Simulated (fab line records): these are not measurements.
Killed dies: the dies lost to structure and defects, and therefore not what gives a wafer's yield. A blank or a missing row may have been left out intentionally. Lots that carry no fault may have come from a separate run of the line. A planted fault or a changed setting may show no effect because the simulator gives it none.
fab line records | flow n5Finfet | part 1 of 2: steps 1 to 4 of 6
record lots=21 wafers=63 lastDay=18
route steps=1938 shown FIN_SAQP@136 FIN_CUT@168 STI_FIN_REVEAL@191
lots that met no fault: taken from a fault-free run of the same line
startH: start of the lot's first displayed wafer, in hours after the record's first day | waitH: hours since the lot's step before | " repeats the value in the row above | L1.1+2: a row that stands for several wafers | - either no value or no given start | * or withheld: withheld | < > ~ a bound
route shown NAME@n: names a module that has steps shown in the file, with the first one's number in the route | usual: mean/standard deviation of fault-free wafers | same: alike in all rows | chamber/n: place in a boat | sites: the reading at each site | _std_site: how widely they spread, as a standard deviation | _edge_site: mean of outer sites minus mean of inner sites | radiusMm: how far each site lies from the wafer's centre | mask NAME#n: copy n | behind: the tool/chamber that last shaped the wafer | hold: why the lot went on hold/how many hours it stayed there/how the hold came to an end | device: names the non-switching transistor (n, p or np) | end of line: the tests these same wafers got at the end of their route | step lacking rows: just its recipe | killed: not the wafer's yield, but the dies lost to structure and defects at the first sort | map: a wafer's dies, x killed, . not, _ none there
set.NAME: the setting as run; set.NAME@STEP: as run at that earlier step | model.NAME: the simulator's own value behind a step, which no gauge read
the route's steps for a sample of lots (tables are steps, rows are wafers)
services: the hour from which a tool's chamber was out of use, counted from the record's first day as startH (under 0 if before that day), plus the number of hours and why
## steps
# step N5_FIN_SAQP_STRIP_70
# recipe chemistry=N2/H2 powerW=500 tempC=40 pressureMtorr=50 rfFrequencyHz=6e+07 overashFraction=0.3 biasPowerW=28 h2Frac=0.5 n2FlowSccm=300 h2FlowSccm=300
# usual chamberPressureMTorr=50.00/0.049 drypumpMotorCurrentA=5.8/0.58 oesProductAu=0.76/0.069 rfVppV=121.6/0.93 showerheadPlenumPTorr=3.33/0.094 throttleValvePct=18.96/0.25
# columns lot.wafer tool chamber startH waitH chamberPressureMTorr drypumpMotorCurrentA oesProductAu rfHoursCounterH rfVppV showerheadPlenumPTorr throttleValvePct
L074.2 rieDiel-05 0 25.32 0.0 50.00 5.3 0.72 168 121.6 3.50 19.03
L074.5 " 1 " " 50.07 6.0 0.96 - 122.1 3.32 19.15
L074.6 " 0 " " 49.93 5.2 0.72 - 121.0 3.50 19.06
L075.1 rieDiel-05 1 31.68 0.0 50.04 6.0 0.94 6 122.7 3.32 19.15
L075.2 " 0 " " 50.01 5.3 0.72 170 122.7 3.50 19.05
L075.6 " 3 " " 49.95 6.8 0.76 - 120.9 3.22 19.10
L076.3 rieDiel-05 1 37.83 0.0 49.92 6.0 0.94 9 123.1 3.32 19.16
L076.5 " 0 " " 50.04 5.3 0.72 - 122.3 3.50 19.05
L076.6 " 1 " " 49.96 6.0 0.94 - 121.9 3.32 19.14
L077.1 rieDiel-01 3 42.75 0.0 49.94 5.9 0.71 208 120.8 3.46 18.66
L077.3 " 1 " " 50.04 5.2 0.76 127 122.0 3.37 18.86
L077.6 " 1 " " 49.99 5.2 0.76 - 121.4 3.37 18.86
L078.1 rieDiel-06 0 49.13 0.0 49.99 6.4 0.77 121 122.4 3.25 18.70
L078.2 " 2 " " 50.03 5.3 0.90 22 120.7 3.30 18.59
L078.6 " 1 " " 49.96 5.8 0.69 - 121.6 3.48 19.20
L079.1 rieDiel-05 2 54.69 0.0 49.95 5.6 0.82 95 122.3 3.37 18.70
L079.4 " 0 " " 50.04 5.2 0.71 179 122.9 3.50 19.06
L079.5 " 0 " " 50.04 5.3 0.71 - 121.8 3.50 19.06
L080.3 rieDiel-01 0 60.58 0.0 50.01 6.2 0.70 215 121.5 3.20 19.43
L080.4 " 3 " " 50.01 5.9 0.71 214 121.4 3.46 18.65
L080.5 " 0 " " 50.07 6.2 0.70 - 120.2 3.20 19.45
L081.1 rieDiel-01 3 67.96 0.0 49.98 5.9 0.71 216 122.2 3.45 18.65
L081.2 " 2 " " 49.93 6.7 0.80 128 122.5 3.38 18.78
L081.5 " 0 " " 50.04 6.2 0.70 - 120.9 3.20 19.44
L082.2 rieDiel-06 3 73.68 0.0 50.07 4.8 0.80 96 121.1 3.27 19.06
L082.5 " 3 " " 49.95 4.8 0.80 - 120.3 3.27 19.07
L082.6 " 2 " " 49.98 5.3 0.91 - 121.7 3.29 18.57
L083.2 rieDiel-05 3 79.47 0.0 50.03 6.7 0.75 168 120.9 3.21 19.13
L083.4 " 1 " " 50.00 5.9 0.89 27 120.7 3.31 19.17
L083.6 " 2 " " 50.05 5.6 0.80 - 122.4 3.37 18.72
L084.1 rieDiel-01 2 85.36 0.0 49.95 6.7 0.79 134 121.2 3.38 18.77
L084.3 " 3 " " 49.98 5.9 0.70 223 121.8 3.45 18.66
L084.5 " 1 " " 50.04 5.3 0.75 - 122.1 3.36 18.88
L085.3 rieDiel-01 2 90.91 0.0 49.98 6.7 0.79 135 122.2 3.38 18.77
L085.4 " 3 " " 50.04 5.9 0.71 224 123.5 3.45 18.68
L085.5 " 1 " " 49.99 5.3 0.75 - 121.1 3.36 18.88
L087.2 rieDiel-06 3 104.92 0.0 50.08 4.8 0.79 107 119.9 3.27 19.08
L087.4 " 0 " " 49.94 6.4 0.75 136 121.3 3.24 18.74
L087.5 " 3 " " 49.93 4.8 0.80 - 121.8 3.27 19.08
L088.2 rieDiel-01 2 110.13 0.0 50.05 6.7 0.80 142 120.8 3.37 18.79
L088.3 " 0 " " 49.98 6.2 0.69 235 123.1 3.19 19.51
L088.6 " 1 " " 49.91 5.3 0.76 - 121.9 3.35 18.89
L089.1 rieDiel-06 0 116.00 0.0 50.01 6.4 0.75 140 122.5 3.24 18.74
L089.3 " 1 " " 49.96 5.8 0.68 230 124.4 3.47 19.24
L089.4 " 2 " " 50.01 5.3 0.88 42 119.7 3.29 18.61
L090.1 rieDiel-06 1 121.21 0.0 49.98 5.8 0.68 232 122.0 3.47 19.23
L090.2 " 2 " " 50.06 5.3 0.87 43 120.7 3.29 18.61
L090.3 " 3 " " 49.99 4.8 0.79 111 120.7 3.26 19.09
L091.2 rieDiel-05 1 127.16 0.0 49.97 6.0 0.87 45 121.7 3.30 19.21
L091.4 " 2 " " 49.98 5.6 0.80 118 121.6 3.36 18.73
L091.6 " 0 " " 50.05 5.3 0.69 - 120.5 3.48 19.10
L093.2 rieDiel-05 1 141.18 0.0 49.98 6.0 0.85 51 121.6 3.30 19.22
L093.3 " 2 " " 49.98 5.6 0.79 124 120.9 3.36 18.73
L093.4 " 3 " " 49.90 6.7 0.73 191 120.5 3.20 19.15
L094.3 rieDiel-06 2 146.61 0.0 50.08 5.3 0.85 52 121.5 3.28 18.63
L094.4 " 1 " " 49.88 5.8 0.67 241 123.4 3.46 19.26
L094.6 " 3 " " 50.04 4.8 0.78 - 120.1 3.26 19.09
L095.4 rieDiel-05 1 151.39 0.0 49.94 6.0 0.85 55 120.0 3.29 19.24
L095.5 " 0 " " 50.09 5.3 0.68 - 119.6 3.48 19.12
L095.6 " 1 " " 49.88 6.0 0.85 - 120.2 3.29 19.22
L097.1 rieDiel-01 1 162.90 0.0 50.04 5.3 0.73 168 120.6 3.34 18.92
L097.4 " 2 " " 50.01 6.7 0.77 - 122.9 3.36 18.81
L097.5 " 1 " " 49.98 5.3 0.73 - 122.1 3.34 18.93
# step N5_FIN_SAQP_HM_CD_35
# recipe targetCdNm=8 polarity=line
# usual cdNm=8.09/0.23
# columns lot.wafer tool chamber startH waitH cdNm
L074.2 cdSem-02 - 26.35 0.1 7.93
L074.5 " - " " 7.65
L074.6 " - " " 8.17
L075.1 cdSem-02 - 32.98 0.1 8.12
L075.2 " - " " 7.73
L075.6 " - " " 7.94
L076.3 cdSem-03 - 38.83 0.1 8.10
L076.5 " - " " 7.93
L076.6 " - " " 7.88
L077.1 cdSem-02 - 44.01 0.1 8.20
L077.3 " - " " 7.92
L077.6 " - " " 7.41
L078.1 cdSem-01 - 50.86 0.1 8.33
L078.2 " - " " 8.14
L078.6 " - " " 8.30
L079.1 cdSem-03 - 55.86 0.1 8.15
L079.4 " - " " 7.67
L079.5 " - " " 7.88
L080.3 cdSem-03 - 62.81 0.1 7.99
L080.4 " - " " 8.01
L080.5 " - " " 7.82
L081.1 cdSem-02 - 69.14 0.1 7.75
L081.2 " - " " 7.92
L081.5 " - " " 7.95
L082.2 cdSem-01 - 74.68 0.1 8.35
L082.5 " - " " 8.18
L082.6 " - " " 7.90
L083.2 cdSem-01 - 80.58 0.1 8.32
L083.4 " - " " 8.02
L083.6 " - " " 8.04
L084.1 cdSem-03 - 86.87 0.1 8.06
L084.3 " - " " 7.88
L084.5 " - " " 8.12
L085.3 cdSem-03 - 91.99 0.1 8.37
L085.4 " - " " 8.28
L085.5 " - " " 8.09
L087.2 cdSem-03 - 106.11 0.1 7.94
L087.4 " - " " 8.03
L087.5 " - " " 8.02
L088.2 cdSem-03 - 111.35 0.1 8.49
L088.3 " - " " 8.10
L088.6 " - " " 8.60
L089.1 cdSem-02 - 116.99 0.1 8.71
L089.3 " - " " 8.04
L089.4 " - " " 8.13
L090.1 cdSem-02 - 122.26 0.1 8.16
L090.2 " - " " 7.77
L090.3 " - " " 8.13
L091.2 cdSem-03 - 128.46 0.1 8.27
L091.4 " - " " 7.82
L091.6 " - " " 8.18
L093.2 cdSem-01 - 142.51 0.1 7.69
L093.3 " - " " 8.45
L093.4 " - " " 8.37
L094.3 cdSem-02 - 147.62 0.1 8.30
L094.4 " - " " 8.21
L094.6 " - " " 8.11
L095.4 cdSem-03 - 152.75 0.1 8.04
L095.5 " - " " 8.31
L095.6 " - " " 7.97
L097.1 cdSem-01 - 164.39 0.1 8.37
L097.4 " - " " 8.31
L097.5 " - " " 8.03
# step N5_FIN_CUT_ETCH_20
# recipe chemistry=CF4 target=SiARC targetDepthA=260 maskMaterial=CAR-EUV timeS=43.3 ionEnergyEv=80 pressureMtorr=40 sourceW=545 biasW=36 Ar_flow_sccm=100 cf4FlowSccm=100 ends=cleared
# usual biasW=36.00/0.1 cf4FlowSccm=100.03/0.29 chamberPressureMTorr=40.00/0.035 drypumpMotorCurrentA=5.8/0.62 etchRfOnTimeS=43.5/0.73 oesProductAu=0.65/0.06 rfVppV=184.2/1.2 showerheadPlenumPTorr=2.15/0.07 throttleValvePct=15.6/0.35
# columns lot.wafer tool chamber startH waitH biasW cf4FlowSccm chamberPressureMTorr drypumpMotorCurrentA etchRfOnTimeS oesProductAu rfHoursCounterH rfVppV showerheadPlenumPTorr throttleValvePct
L074.2 rieDiel-03 3 27.30 0.0 36.16 99.69 40.00 5.8 43.5 0.71 55 185.1 2.17 15.3
L074.5 " 0 " " 35.96 99.95 39.98 5.1 44.0 0.62 - 183.8 2.14 15.9
L074.6 " 1 " " 36.09 99.88 39.97 6.3 43.3 0.63 - 185.3 2.22 15.3
L075.1 rieDiel-02 1 33.90 0.0 35.94 100.20 40.03 6.6 43.9 0.62 154 186.2 2.22 15.7
L075.2 " 0 " " 35.88 100.09 40.00 5.7 44.4 0.63 170 186.9 2.23 16.1
L075.6 " 2 " " 35.82 99.96 39.95 4.7 43.6 0.60 - 184.0 2.22 15.9
L076.3 rieDiel-02 1 39.66 0.0 35.97 100.05 40.02 6.6 43.3 0.62 156 186.0 2.22 15.7
L076.5 " 1 " " 35.86 100.46 39.98 6.5 44.0 0.62 - 183.2 2.22 15.7
L076.6 " 0 " " 36.03 100.30 40.01 5.7 44.2 0.62 - 185.0 2.23 16.1
L077.1 rieDiel-04 0 44.81 0.0 36.02 100.00 39.99 5.9 43.2 0.68 96 181.4 1.99 15.5
L077.3 " 3 " " 35.89 100.12 40.01 6.3 43.5 0.64 171 183.1 2.14 15.6
L077.6 " 0 " " 35.91 99.41 39.95 5.9 43.0 0.68 - 181.8 1.99 15.5
L078.1 rieDiel-04 0 51.78 0.0 36.10 99.69 40.00 5.9 43.7 0.67 99 183.2 1.99 15.5
L078.2 " 3 " " 35.89 99.46 39.99 6.2 43.9 0.63 172 185.0 2.14 15.6
L078.6 " 1 " " 35.99 99.76 39.98 5.3 43.2 0.75 - 182.9 2.08 15.2
L079.1 rieDiel-03 0 56.66 0.0 36.03 100.59 39.93 5.1 43.2 0.62 189 183.8 2.14 15.9
L079.4 " 2 " " 36.11 99.81 39.96 5.6 43.2 0.66 163 185.7 2.13 15.8
L079.5 " 1 " " 36.00 100.00 40.00 6.3 43.5 0.62 - 183.8 2.21 15.3
L080.3 rieDiel-03 3 63.90 0.0 35.91 100.06 39.98 5.8 42.0 0.71 65 183.7 2.17 15.3
L080.4 " 2 " " 35.87 99.83 39.96 5.6 43.3 0.65 165 184.7 2.13 15.8
L080.5 " 3 " " 35.92 100.05 40.05 5.8 42.6 0.70 - 183.5 2.17 15.3
L081.1 rieDiel-02 3 70.06 0.0 35.89 99.98 40.01 6.6 42.4 0.81 9 183.4 2.11 15.1
L081.2 " 2 " " 36.14 100.03 39.98 4.7 43.2 0.60 225 185.5 2.22 15.9
L081.5 " 3 " " 36.14 99.63 39.97 6.6 42.3 0.81 - 183.7 2.11 15.1
L082.2 rieDiel-04 3 76.02 0.0 36.05 99.91 40.06 6.2 43.3 0.63 179 183.2 2.14 15.6
L082.5 " 3 " " 36.07 100.02 40.02 6.2 43.0 0.63 - 183.6 2.14 15.6
L082.6 " 0 " " 36.16 100.11 40.05 5.9 43.4 0.66 - 182.8 1.99 15.5
L083.2 rieDiel-03 3 81.38 0.0 36.15 99.95 40.05 5.8 42.6 0.70 67 184.5 2.17 15.3
L083.4 " 2 " " 35.97 100.17 39.97 5.6 43.0 0.65 173 183.1 2.13 15.8
L083.6 " 0 " " 36.06 100.10 40.04 5.1 43.4 0.62 - 183.4 2.14 15.9
L084.1 rieDiel-02 3 87.80 0.0 35.98 100.16 40.01 6.6 42.9 0.79 15 183.6 2.11 15.1
L084.3 " 2 " " 35.90 99.86 40.01 4.7 43.2 0.60 231 184.9 2.21 15.9
L084.5 " 1 " " 35.83 99.67 40.05 6.6 44.2 0.62 - 183.8 2.21 15.8
L085.3 rieDiel-02 1 93.43 0.0 36.25 99.92 39.99 6.6 43.6 0.61 171 184.8 2.21 15.8
L085.4 " 2 " " 36.07 99.76 40.00 4.6 43.2 0.60 234 184.5 2.21 15.9
L085.5 " 0 " " 35.90 100.19 40.02 5.7 44.6 0.61 - 185.7 2.23 16.2
L087.2 rieDiel-02 2 107.12 0.0 36.03 99.76 39.94 4.6 42.5 0.59 240 184.8 2.21 15.9
L087.4 " 1 " " 36.02 100.39 39.96 6.6 43.4 0.61 177 185.7 2.21 15.8
L087.5 " 0 " " 36.00 100.39 40.01 5.8 44.4 0.60 - 185.7 2.22 16.2
L088.2 rieDiel-04 2 112.27 0.0 35.92 99.77 39.95 5.2 43.9 0.66 126 184.0 2.14 15.2
L088.3 " 0 " " 35.97 99.75 40.00 5.9 42.9 0.66 108 181.8 1.99 15.5
L088.6 " 0 " " 36.15 100.06 40.03 5.8 43.3 0.66 - 182.5 1.99 15.5
L089.1 rieDiel-02 2 117.81 0.0 36.03 99.82 39.97 4.7 42.5 0.60 243 183.5 2.21 16.0
L089.3 " 0 " " 35.95 100.06 40.01 5.8 44.9 0.60 201 184.4 2.22 16.2
L089.4 " 3 " " 36.06 99.61 39.96 6.6 42.3 0.77 27 184.3 2.11 15.1
L090.1 rieDiel-02 2 123.19 0.0 35.89 100.30 39.97 4.7 43.1 0.59 245 184.7 2.21 16.0
L090.2 " 0 " " 36.03 100.28 40.00 5.7 45.1 0.60 203 186.2 2.22 16.2
L090.3 " 1 " " 36.00 99.92 40.06 6.6 43.8 0.61 182 185.2 2.21 15.8
L091.2 rieDiel-04 2 129.38 0.0 35.90 100.50 39.95 5.2 43.9 0.65 131 183.4 2.14 15.2
L091.4 " 3 " " 36.05 99.86 40.03 6.3 43.1 0.63 187 183.9 2.14 15.6
L091.6 " 0 " " 36.04 100.13 40.01 5.9 43.0 0.66 - 181.2 1.99 15.5
L093.2 rieDiel-04 1 143.31 0.0 35.98 100.20 40.03 5.3 43.1 0.72 76 183.6 2.07 15.2
L093.3 " 0 " " 35.97 99.97 40.06 5.9 42.9 0.66 119 182.6 1.98 15.5
L093.4 " 3 " " 35.94 99.43 40.02 6.2 43.3 0.63 193 183.6 2.13 15.6
L094.3 rieDiel-02 3 148.42 0.0 35.98 99.40 40.04 6.6 42.9 0.75 37 183.9 2.10 15.2
L094.4 " 1 " " 36.14 99.91 39.97 6.6 43.9 0.60 - 184.6 2.21 15.8
L094.6 " 0 " " 36.05 99.74 39.97 5.8 45.3 0.59 - 185.1 2.22 16.2
L095.4 rieDiel-04 2 153.54 0.0 35.84 100.06 39.98 5.2 44.7 0.64 140 185.4 2.14 15.2
L095.5 " 2 " " 35.77 99.95 40.01 5.2 44.6 0.64 - 183.8 2.14 15.2
L095.6 " 1 " " 35.93 100.16 40.00 5.3 43.4 0.72 - 183.1 2.07 15.2
L097.1 rieDiel-03 3 165.19 0.0 36.07 100.00 40.03 5.8 43.0 0.68 91 184.4 2.16 15.3
L097.4 " 0 " " 36.10 99.44 40.00 5.1 44.1 0.60 231 184.1 2.13 16.0
L097.5 " 2 " " 35.95 100.12 40.03 5.6 43.6 0.63 - 184.4 2.12 15.8
# step N5_FIN_CUT_PRECLEAN_35
# recipe timeS=13.3 tempC=45 pressureTorr=125 pHfTorr=3 pCoreactantTorr=25 chemistry=vHF
# usual drypumpMotorCurrentA=5.5/0.41
# columns lot.wafer tool chamber startH waitH drypumpMotorCurrentA
L074.2 vaporEtch-02 1 27.80 0.0 5.1
L074.5 " 0 " " 5.7
L074.6 " 1 " " 5.1
L075.1 vaporEtch-02 0 34.40 0.0 5.7
L075.2 " 1 " " 5.1
L075.6 " 0 " " 5.7
L076.3 vaporEtch-02 1 40.18 0.1 5.1
L076.5 " 0 " " 5.7
L076.6 " 1 " " 5.2
L077.1 vaporEtch-02 1 45.31 0.0 5.1
L077.3 " 1 " " 5.1
L077.6 " 1 " " 5.1
L078.1 vaporEtch-02 0 52.28 0.0 5.7
L078.2 " 1 " " 5.1
L078.6 " 1 " " 5.1
L079.1 vaporEtch-01 1 57.15 0.0 6.2
L079.4 " 1 " " 6.2
L079.5 " 1 " " 6.2
L080.3 vaporEtch-02 1 64.43 0.1 5.1
L080.4 " 0 " " 5.7
L080.5 " 1 " " 5.1
L081.1 vaporEtch-01 1 70.56 0.0 6.3
L081.2 " 0 " " 5.2
L081.5 " 1 " " 6.2
L082.2 vaporEtch-02 0 76.52 0.0 5.7
L082.5 " 0 " " 5.6
L082.6 " 1 " " 5.1
L083.2 vaporEtch-02 1 81.88 0.0 5.1
L083.4 " 1 " " 5.2
L083.6 " 1 " " 5.1
L084.1 vaporEtch-01 0 88.29 0.0 5.2
L084.3 " 1 " " 6.2
L084.5 " 1 " " 6.2
L085.3 vaporEtch-02 1 93.95 0.1 5.1
L085.4 " 0 " " 5.7
L085.5 " 1 " " 5.1
L087.2 vaporEtch-02 1 107.62 0.0 5.2
L087.4 " 0 " " 5.7
L087.5 " 0 " " 5.7
L088.2 vaporEtch-02 1 112.77 0.0 5.2
L088.3 " 1 " " 5.1
L088.6 " 0 " " 5.7
L089.1 vaporEtch-02 0 118.30 0.0 5.7
L089.3 " 1 " " 5.2
L089.4 " 0 " " 5.7
L090.1 vaporEtch-01 1 123.68 0.0 6.2
L090.2 " 0 " " 5.2
L090.3 " 1 " " 6.2
L091.2 vaporEtch-01 0 129.97 0.1 5.2
L091.4 " 0 " " 5.2
L091.6 " 0 " " 5.2
L093.2 vaporEtch-02 1 143.80 0.0 5.1
L093.3 " 0 " " 5.7
L093.4 " 1 " " 5.1
L094.3 vaporEtch-01 1 149.04 0.2 6.2
L094.4 " 0 " " 5.2
L094.6 " 0 " " 5.2
L095.4 vaporEtch-02 1 154.05 0.1 5.1
L095.5 " 1 " " 5.1
L095.6 " 0 " " 5.7
L097.1 vaporEtch-01 1 165.69 0.0 6.2
L097.4 " 0 " " 5.2
L097.5 " 1 " " 6.2
